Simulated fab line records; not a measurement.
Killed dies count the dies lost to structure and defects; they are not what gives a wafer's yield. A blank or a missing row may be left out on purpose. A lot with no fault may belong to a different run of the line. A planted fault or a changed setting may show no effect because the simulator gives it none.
fab line records	flow n5-finfet
[record] lots = 3	wafers = 9	last-day = 18
route steps=1938 shown BEOL_M4@1099 BEOL_M5@1112 PAD_METAL@1895 PASSIVATION@1936
lots with no fault: from the same line, run without faults
start-h: the number of hours between the record's first day and the start of the first shown wafer of the lot	wait-h: hours elapsed since this lot's preceding step	" the same as in the row above	L1.1+2: several wafers, shown together as one row	- value missing, or start not given	* or withheld: withheld	< > ~ a bound
route shown NAME@n: NAME is a module with steps in the file, n the number in the route of the first one	usual: mean and standard deviation over wafers with no fault	same: alike in all rows	chamber/n: place in a boat	sites: per-site readings	_std_site: their standard deviation	_edge_site: inner sites' mean taken away from outer sites' mean	radius-mm: for every site, how far away it sits from the centre of the wafer	mask NAME#n: copy n	behind: the most recent tool/chamber to have shaped the wafer	hold: cause of the lot's hold/its duration in hours/its outcome	device: which transistor (n, p or np) failed to switch	end of line: tests run on the same wafers once the route is complete	a step given without rows: its recipe and nothing more	killed: not the wafer's yield, but the dies lost to structure and defects at the first sort	map: per-die view of a wafer (x killed, . not killed, _ where there is no die)
set.NAME: setting as actually run; set.NAME@STEP: the setting as run at that earlier step	model.NAME: the simulator's own value behind a step, which no gauge read
lots seen at some steps along the route; tables by step, rows by wafer
services: when a tool's chamber went out of use (start-h, in hours from the record's first day, below 0 if earlier), for how many hours, and the reason
[[steps]]
[step N5_BEOL_M4_ANNEAL_95]
[recipe] temp-c = 400	time-s = 240	ambient = vacuum
[step N5_BEOL_M4_SPUTTER_96]
[recipe] material = Cu	target-thk-a = 45	temp-c = -20	chamber-pressure-pa = 0.07	power-w = withheld	time-s = 8.29
[step N5_BEOL_M4_ECD_50]
[recipe] material = Cu	target-thk-a = 3000
[step N5_BEOL_M4_ANNEAL_51]
[recipe] temp-c = 225	time-s = 90	ambient = N2
[step N5_BEOL_M4_CMP_52]
[recipe] stop-on = SiOC	t-overpolish-s = 6.8	down-force-psi = 1	platen-rpm = 50	clearing-platen-down-force-psi = 1.5	clearing-platen-rpm = 50	post-cmp-clean = cu-alkaline	target-thk-nm = 40	clearing-platen-pad-velocity-m-s = 0.99484	pad-velocity-m-s = 0.99484
[step N5_BEOL_M4_PRE_CLEAN_60]
[recipe] gas = NH3/H2	time-s = 15	temp-c = *	rf-power-w = 300
[step N5_BEOL_M4_CO_CAP_55]
[recipe] material = Co	target-thk-a = 20	temp-c = 200	precursor = CCTBA/H2	pressure-torr = 30	time-s = 102.1
[step N5_BEOL_M4_PRE_CLEAN_56]
[recipe] gas = NH3	time-s = 15	temp-c = withheld	rf-power-w = 300
[step N5_BEOL_M4_DEP_57]
[recipe] material = SiCN	target-thk-a = 80	temp-c = withheld	precursor = 3MS/NH3	pressure-torr = 3	rf-w = 202	time-s = 14
[step N5_BEOL_M4_RC_MEAS_101]
[usual] DIBL_N = 37.5/2.5	DIBL_P = 38/3.1	IOFF_N = 0.19/0.059	IOFF_P = 0.24/0.061	ION_N = 679/16	ION_P = 465/9.8	SS_N = 72.0/0.8	SS_P = 73.7/0.86	VT_N = 248/4.5	VT_P = -249/3.5
lot.wafer	tool	chamber	start-h	wait-h	DIBL_N[mV/V]	DIBL_P[mV/V]	IOFF_N[nA/um]	IOFF_P[nA/um]	ION_N[uA/um]	ION_P[uA/um]	SS_N[mV/dec]	SS_P[mV/dec]	VT_N[mV]	VT_P[mV]
L400.2	prober-02	0	221.82	0.2	36.5	38	0.18	0.23	688	464	71.6	73.3	248	-251
L400.4	"	0	"	"	32.1	32	0.10	0.15	636	444	70.5	72.4	257	-254
L400.5	"	0	"	"	35.6	36	0.17	0.20	677	459	72.0	73.3	245	-253
L409.1	prober-02	0	262.67	0.0	39.4	41	0.22	0.26	705	478	72.4	73.8	247	-248
L409.3	"	0	"	"	37.8	39	0.20	0.24	682	464	72.4	74.1	248	-250
L409.4	"	0	"	"	40.2	43	0.24	0.30	704	478	71.6	75.0	245	-246
L415.1	prober-02	0	311.96	0.0	37.4	39	0.18	0.22	683	461	72.1	73.8	248	-250
L415.5	"	0	"	"	33.9	35	0.13	0.18	666	458	71.2	73.1	251	-252
L415.6	"	0	"	"	38.7	41	0.22	0.27	686	469	72.9	74.3	249	-248
[step N5_BEOL_M5_ILD_DEP_00]
[recipe] material = SiCOH_lowk	target-thk-a = 1406.4	temp-c = 300	precursor = DEMS/porogen	pressure-torr = 5	rf-w = 500	time-s = 25.9
[step N5_BEOL_M5_CURE_79]
[recipe] temp-c = 385	time-s = 240	ambient = He/Ar	material = SiCOH_lowk
[step N5_BEOL_M5_PECVD_70]
[recipe] material = SiO2	target-thk-a = 160	temp-c = 400	precursor = TEOS/O2	pressure-torr = 5.5	rf-w = 450	teos-flow-sccm = 53.8	gas = O2	flow-sccm = 3000	time-s = 18
[step N5_BEOL_M5_HM_DEP_02]
[recipe] material = TiN	target-thk-a = 200	temp-c = 25	chamber-pressure-pa = 0.49996
[step N5_BEOL_M5_COAT_59]
[recipe] resist = SOC	temp-c = 250	time-s = 60	spin-rpm = 1500	resist-thk-nm = 60
[step N5_BEOL_M5_COAT_60]
[recipe] resist = SiARC	temp-c = 220	time-s = 60	spin-rpm = 1500	resist-thk-nm = 12
[step N5_BEOL_M5_COAT_71]
[recipe] resist = underlayer	temp-c = 205	time-s = 60	spin-rpm = 1500	resist-thk-nm = 5
[step N5_BEOL_M5_COAT_05]
[recipe] resist = CAR-EUV	spin-rpm = 1500	resist-thk-nm = 30
[step N5_BEOL_M5_EBR_07]
[recipe] solvent = PGMEA	ebr-width-mm = 1.5
[step N5_BEOL_M5_SOFTBAKE_06]
[recipe] temp-c = 110	time-s = 60	resist = CAR-EUV
[step N5_BEOL_M5_EXPOSE_08]
[recipe] mask-id = M5	na = 0.33	source-shape = annular	sigma-inner = 0.4	sigma-outer = 0.8	polarization = unpolarized	target-cd-nm = 28	dose-mj = 35.75
[step N5_BEOL_M5_PEB_09]
[recipe] peb-temp-c = 100	peb-time-s = 60	resist = CAR-EUV
[step N5_BEOL_M5_DEVELOP_10]
[recipe] develop-time-s = 30	developer = TMAH	resist = CAR-EUV	rinse-liquid = surfactant-rinse	dry = air-spin	dev-temp-c = 23
[step N5_BEOL_M5_DESCUM_16]
[recipe] chemistry = O2	time-s = 7	source-power-w = 50	bias-power-w = 20	pressure-mtorr = 20	rf-frequency-hz = 2.712e+07	temp-c = 40	resist = CAR-EUV	o2-flow-sccm = 225
[step N5_BEOL_M5_ETCH_72]
[recipe] chemistry = N2/H2	target = underlayer	target-depth-a = 65	mask-material = CAR-EUV	time-s = 5.2	ion-energy-ev = 200	pressure-mtorr = 30	source-w = 840	bias-w = 150	n2-flow-sccm = 200	h2-flow-sccm = 200	ends = cleared
[step N5_BEOL_M5_ETCH_61]
[recipe] chemistry = CF4	target = SiARC	target-depth-a = 156	mask-material = CAR-EUV	time-s = 26	ion-energy-ev = 80	pressure-mtorr = 40	source-w = 545	bias-w = 36	Ar_flow_sccm = 100	cf4-flow-sccm = 100	ends = cleared
[step N5_BEOL_M5_ETCH_62]
[recipe] chemistry = N2/H2	target = SOC	target-depth-a = 750	overetch-a = 150	mask-material = SiARC	temp-c = 40	time-s = 112.5	ion-energy-ev = 200	pressure-mtorr = 30	source-w = 840	bias-w = 150	n2-flow-sccm = 200	h2-flow-sccm = 200
[step N5_BEOL_M5_STRIP_63]
[recipe] chemistry = N2/H2	temp-c = 40	n2-flow-sccm = 200	h2-flow-sccm = 200	rf-frequency-hz = 6e+07
[step N5_BEOL_M5_STRIP_73]
[recipe] chemistry = N2/H2	temp-c = 40	n2-flow-sccm = 200	h2-flow-sccm = 200	rf-frequency-hz = 6e+07
[step N5_BEOL_M5_STRIP_64]
[recipe] chemistry = CF4	resist = SiARC	power-w = 300	bias-power-w = 75	pressure-mtorr = 50	cf4-flow-sccm = 150	rf-frequency-hz = 6e+07
[step N5_BEOL_M5_HM_OPEN_17]
[recipe] chemistry = Cl2/BCl3	target-depth-a = 200	overetch-a = 60	target = TiN	mask-material = SOC	ion-energy-ev = 150	pressure-mtorr = 10	icp-w = 1000	bias-w = 126	Cl2_flow_sccm = 53.25	bcl3-flow-sccm = 21.75	Ar_flow_sccm = 25
[step N5_BEOL_M5_STRIP_19]
[recipe] chemistry = O2	power-w = 400	temp-c = 40	pressure-mtorr = 30	rf-frequency-hz = 6e+07	bias-power-w = 0	overash-fraction = 0.2	o2-flow-sccm = 225
[step N5_BEOL_M5_COAT_65]
[recipe] resist = SOC	temp-c = 250	time-s = 60	spin-rpm = 1500	resist-thk-nm = 60
[step N5_BEOL_M5_COAT_66]
[recipe] resist = SiARC	temp-c = 220	time-s = 60	spin-rpm = 1500	resist-thk-nm = 12
[step N5_PASSIVATION_SPUTTER_20]
[recipe] material = TaN	target-thk-a = 500	temp-c = 25	chamber-pressure-pa = 0.4
[usual] chamber-pressure-pa = 0.3999/0.0008	throttle-valve-pct = 29.8/1.1
lot.wafer	tool	chamber	start-h	wait-h	chamber-pressure-pa	throttle-valve-pct	model.TaN_of_PASSIVATION_SPUTTER_20.thk-nm
L400.2	pvd-sputter-03	-	313.78	0.0	0.4003	31.7	50
L400.4	"	-	"	"	0.3995	28.5	49.2
L400.5	"	-	"	"	0.4000	29.6	49.8
L409.1	pvd-sputter-03	-	374.86	0.0	0.4010	28.5	89.6
L409.3	"	-	"	"	0.3990	28.7	49
L409.4	"	-	"	"	0.4005	32.1	49.8
L415.1	pvd-sputter-01	-	418.82	0.0	0.3991	29.8	50.8
L415.5	"	-	"	"	0.3988	29.8	51
L415.6	"	-	"	"	0.3996	31.2	49.6
[step N5_PASSIVATION_PROBE_49]
[usual] defect-limited-yield = 91.0/1.4	killed_at_M0_to_M3 = 35/10	killed_at_M4_up = 14/5.5	killed-at-contacts = 13/5.6	killed-at-front-end = 41/11	killed-at-other = 4/3.4	killed-dies = 106/16	killed-on-rim = 13/4	killed-open = 68/12	killed-short = 35/7.3	sort_bin_4_leakage = 0.3/2.1	sort_bin_5_function = 5.3/0.89	sort_bin_6_memory = 3.4/0.67	sort_bin_8_speed = 0.01/0.11	sort-n-pass = 1070/28	sort-yield-pct = 90.7/2.4
[same] gross-dies = 1180	killed-at-back-side = 0
lot.wafer	tool	chamber	start-h	wait-h	defect-limited-yield[%]	killed_at_M0_to_M3	killed_at_M4_up	killed-at-contacts	killed-at-front-end	killed-at-other	killed-dies	killed-on-rim	killed-open	killed-short	sort_bin_4_leakage[%]	sort_bin_5_function[%]	sort_bin_6_memory[%]	sort_bin_8_speed[%]	sort-n-pass	sort-yield-pct[%]
L409.1	prober-02	-	380.56	0.0	0	42	11	30	38	1059	1180	152	85	36	0	6.0	3.9	0	0	0
// killed by level:class
L409.1 PAD_METAL:area-sputter=1058 MOL_CONTACT_COAG:geometric-particle:open=21 BEOL_M0_SAQP:geometric-particle:open=13 STI_FIN_REVEAL:geometric-particle:open=11 BEOL_M2:geometric-particle:open=11 MOL_CONTACT_COAG:geometric-particle:short=9 BEOL_M0_SAQP:geometric-particle:short=6 FIN_SAQP:geometric-particle:open=6
// map L409.1 (x killed, . not)
_________________xxxxxxxxxxxx________________
______________xxxxxxxxxxxxxxxxxx_____________
___________xxxxxxxxxxxxxxxxxxxxxxxx__________
__________xxxxxxxxxxxxxxxxxxxxxxxxxx_________
________xxxxxxxxxxxxxxxxxxxxxxxxxxxxxx_______
_______xxxxxxxxxxxxxxxxxxxxxxxxxxxxxxxx______
______xxxxxxxxxxxxxxxxxxxxxxxxxxxxxxxxxx_____
_____xxxxxxxxxxxxxxxxxxxxxxxxxxxxxxxxxxxx____
____xxxxxxxxxxxxxxxxxxxxxxxxxxxxxxxxxxxxxx___
___xxxxxxxxxxxxxxxxxxxxxxxxxxxxxxxxxxxxxxxx__
___xxxxxxxxxxxxxxxxxxxxxxxxxxxxxxxxxxxxxxxx__
__xxxxxxxxxxxxxxxxxxxxxxxxxxxxxxxxxxxxxxxxxx_
__xxxxxxxxxxxxxxxxxxxxxxxxxxxxxxxxxxxxxxxxxx_
_xxxxxxxxxxxxxxxxxxxxxxxxxxxxxxxxxxxxxxxxxxxx
_xxxxxxxxxxxxxxxxxxxxxxxxxxxxxxxxxxxxxxxxxxxx
_xxxxxxxxxxxxxxxxxxxxxxxxxxxxxxxxxxxxxxxxxxxx
_xxxxxxxxxxxxxxxxxxxxxxxxxxxxxxxxxxxxxxxxxxxx
_xxxxxxxxxxxxxxxxxxxxxxxxxxxxxxxxxxxxxxxxxxxx
_xxxxxxxxxxxxxxxxxxxxxxxxxxxxxxxxxxxxxxxxxxxx
_xxxxxxxxxxxxxxxxxxxxxxxxxxxxxxxxxxxxxxxxxxxx
_xxxxxxxxxxxxxxxxxxxxxxxxxxxxxxxxxxxxxxxxxxxx
__xxxxxxxxxxxxxxxxxxxxxxxxxxxxxxxxxxxxxxxxxx_
__xxxxxxxxxxxxxxxxxxxxxxxxxxxxxxxxxxxxxxxxxx_
___xxxxxxxxxxxxxxxxxxxxxxxxxxxxxxxxxxxxxxxx__
___xxxxxxxxxxxxxxxxxxxxxxxxxxxxxxxxxxxxxxxx__
____xxxxxxxxxxxxxxxxxxxxxxxxxxxxxxxxxxxxxx___
_____xxxxxxxxxxxxxxxxxxxxxxxxxxxxxxxxxxxx____
______xxxxxxxxxxxxxxxxxxxxxxxxxxxxxxxxxx_____
_______xxxxxxxxxxxxxxxxxxxxxxxxxxxxxxxx______
________xxxxxxxxxxxxxxxxxxxxxxxxxxxxxx_______
__________xxxxxxxxxxxxxxxxxxxxxxxxxx_________
___________xxxxxxxxxxxxxxxxxxxxxxxx__________
______________xxxxxxxxxxxxxxxxxx_____________
_________________xxxxxxxxxxxx________________
// map L400.2 (x killed, . not)
_________________........x...________________
______________x.........x......._____________
___________........................__________
__________.................x.....x.._________
________.........x...............x.x.._______
_______.x.........x...................x______
______..............x..................x_____
_____................x........xx.........____
____..x.......x..............x......x.....___
___.....x.........x....x......x..x.x.......__
___..............xx........x.....x.......x.__
__....................x...x................._
__................x........................._
_...............xx.................x.x.x.....
_.x.......x...x.......................x......
_..............x.xx..........................
_......................x..........x........x.
_...x........................................
_...........x........x.............x.........
_...x..x................................x....
_..x..........x...........................x..
__.x.....x......x..x.......x.....x....x..x.._
__.....x.........x....................x....._
___....x.x..............x................x.__
___.x....x............xx...x....x..........__
____........................x........x....___
_____x...........x.......................____
______....x...........x..........x...x.._____
_______x.............................x.______
________....x.........x.......xx......_______
__________..x..................x...._________
___________......................x.__________
______________x................._____________
_________________.....x..x...________________
[[services]]
tool	chamber	start-h	hours	kind
pvd-sputter-03	-	316.53	4.6	repair
pvd-sputter-01	-	402.82	1.1	repair
[[key]]
[first-sign] step = N5_PASSIVATION_PROBE_49	reading = killed-at-other	direction = up	sigmas = 99+	usual = 4	struck = 1059
[effect] step = N5_PASSIVATION_PROBE_49	reading = defect-limited-yield	direction = down	sigmas = 66	usual = 91.0	struck = 0
[model-effect] step = N5_PASSIVATION_SPUTTER_20	value = TaN_of_PASSIVATION_SPUTTER_20.thk-nm	without = 49.6	struck = 89.6
[more-kills-born-at] N5_PASSIVATION_SPUTTER_20@pvd-sputter-03 = 1058
met-at N5_PASSIVATION_SPUTTER_20
struck-wafers L409.1
later-rows-left-out L409.1
[fault] kind = process-parameter-drift	tool = pvd-sputter-03	chamber = -	onset-h = 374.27	steps = N5_PASSIVATION_SPUTTER_20	channel = target-thk-a	offset = *	shape = step	end-h = 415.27	acts-in = *	stated = *	scope = struck-wafers-only
// later-rows-left-out: the simulator's readings of these wafers behind a module that went badly wrong aren't trusted and aren't shown, but for the sort
